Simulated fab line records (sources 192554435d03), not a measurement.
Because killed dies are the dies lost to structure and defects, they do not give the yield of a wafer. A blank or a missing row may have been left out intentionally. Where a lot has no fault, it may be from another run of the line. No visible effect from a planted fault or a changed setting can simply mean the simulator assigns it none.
A struck lot beside a sound one -- flow n5 finfet -- 36 steps out of a route of 1938
Sound: wafers L487.4, L487.5, L487.6. Struck: wafers L480.1, L480.2, L480.5. Last of all comes the cause.
Per side, at each step with rows, come the tool, then ch with its chambers, and then its first start. Under that, the readings that differ: sound wafers -- struck wafers -- difference of the means -- sigmas: that difference in standard deviations of wafers without a fault.
alike: same words and numbers on both sides, and readings whose means sit less than 2 such deviations apart. not compared: any withheld reading, any reading some wafer has no value for, any bound like >300 that may hide the same value, and any number with overlapping values for which the record gives no deviation.
The two part at a step that has a row with sigmas, a row that says differs or no value, or rows on one side only. Numbers that don't overlap but have no deviation are shown without sigmas and don't part them. Lack of a reading on every wafer of one side parts them only where that side has two or more wafers.

first, 9 steps without rows for these wafers: N5_BEOL_M4_ANNEAL_95 (time 240 s); N5_BEOL_M4_SPUTTER_96 (material Cu, target thk 4.5 nm, time 8.29 s); N5_BEOL_M4_ECD_50 (material Cu, target thk 300 nm); N5_BEOL_M4_ANNEAL_51 (time 90 s); N5_BEOL_M4_CMP_52 (polishes, stops on SiOC, t overpolish 6.8 s, target thk 40 nm); N5_BEOL_M4_PRE_CLEAN_60 (time 15 s); N5_BEOL_M4_CO_CAP_55 (material Co, precursor CCTBA/H2, target thk 2 nm, time 102.1 s); N5_BEOL_M4_PRE_CLEAN_56 (time 15 s); N5_BEOL_M4_DEP_57 (deposits SiCN from 3MS/NH3, target thk 8 nm, time 14 s).
N5_BEOL_M4_RC_MEAS_101:
  sound on prober-02 ch 0, day 14 01:14; struck on prober-01 ch 0, day 12 00:57
reading,sound,struck,difference,sigmas
IOFF_P (nA/um),0.28 0.28 0.30,0.22 0.18 0.23,-0.08,-2
VT_P (mV),-245 -244 -244,-250 -253 -251,-7,-2
  alike: DIBL_N, DIBL_P, IOFF_N, ION_N, ION_P, SS_N, SS_P, VT_N
then, 24 steps without rows for these wafers: N5_BEOL_M5_ILD_DEP_00 (deposits SiCOH lowk from DEMS/porogen, target thk 140.64 nm, time 25.9 s); N5_BEOL_M5_CURE_79 (cures SiCOH lowk, time 240 s); N5_BEOL_M5_PECVD_70 (deposits SiO2 from TEOS/O2, target thk 16 nm, time 18 s); N5_BEOL_M5_HM_DEP_02 (deposits TiN, target thk 20 nm); N5_BEOL_M5_COAT_59 (time 60 s, resist thk 60 nm); N5_BEOL_M5_COAT_60 (time 60 s, resist thk 12 nm); N5_BEOL_M5_COAT_71 (time 60 s, resist thk 5 nm); N5_BEOL_M5_COAT_05 (resist thk 30 nm); N5_BEOL_M5_EBR_07; N5_BEOL_M5_SOFTBAKE_06 (time 60 s); N5_BEOL_M5_EXPOSE_08 (exposes mask M5, target cd 28 nm); N5_BEOL_M5_PEB_09 (peb time 60 s); N5_BEOL_M5_DEVELOP_10 (develop time 30 s); N5_BEOL_M5_DESCUM_16 (chemistry O2, time 7 s); N5_BEOL_M5_ETCH_72 (etches underlayer in N2/H2, target depth 6.5 nm, time 5.2 s); N5_BEOL_M5_ETCH_61 (etches SiARC in CF4, target depth 15.6 nm, time 26 s); N5_BEOL_M5_ETCH_62 (etches SOC in N2/H2, target depth 75 nm, overetch 15 nm, time 112.5 s); N5_BEOL_M5_STRIP_63 (strips in N2/H2); N5_BEOL_M5_STRIP_73 (strips in N2/H2); N5_BEOL_M5_STRIP_64 (strips in CF4); N5_BEOL_M5_HM_OPEN_17 (chemistry Cl2/BCl3, target TiN, target depth 20 nm, overetch 6 nm); N5_BEOL_M5_STRIP_19 (strips in O2); N5_BEOL_M5_COAT_65 (time 60 s, resist thk 60 nm); N5_BEOL_M5_COAT_66 (time 60 s, resist thk 12 nm).
N5_BEOL_M7_VIA_ETCH_34: etches SiCOH lowk in C4F6/O2, target depth 125.5 nm, time 50.5 s.
  sound on rie diel-06 ch 0,1, day 15 05:03; struck on rie diel-06 ch 0,2,3, day 13 02:37
  no value came back on the struck wafers for any of 8 readings (C4F6_flow_sccm (sccm), O2_flow_sccm (sccm) and others); on the sound wafers C4F6_flow_sccm (sccm) reads 9.99 9.94 9.97
reading,sound,struck,difference,sigmas
model.SiARC_of_BEOL_M7_COAT_64.thk nm (nm),0 0 0,6.4 6.2 6.2,+6.3,
model.SOC_of_BEOL_M7_COAT_63.thk nm (nm),53.6 53.6 53.6,60 60 59.8,+6,
  not compared: rf hours counter h
-- a jump in the record: the struck wafers' starts before and after are 3 days apart (it breaks off in module BEOL_M7 and resumes in module PASSIVATION, where the first step shown is number 1936 of the route) --
N5_PASSIVATION_PROBE_49:
  record: rows for the struck wafers here (prober-01, day 16 13:38), none for the sound ones

WHERE THEY PART
Earliest at N5_BEOL_M4_RC_MEAS_101; latest, in this record, at N5_PASSIVATION_PROBE_49.

WHY: the cause the simulator had injected
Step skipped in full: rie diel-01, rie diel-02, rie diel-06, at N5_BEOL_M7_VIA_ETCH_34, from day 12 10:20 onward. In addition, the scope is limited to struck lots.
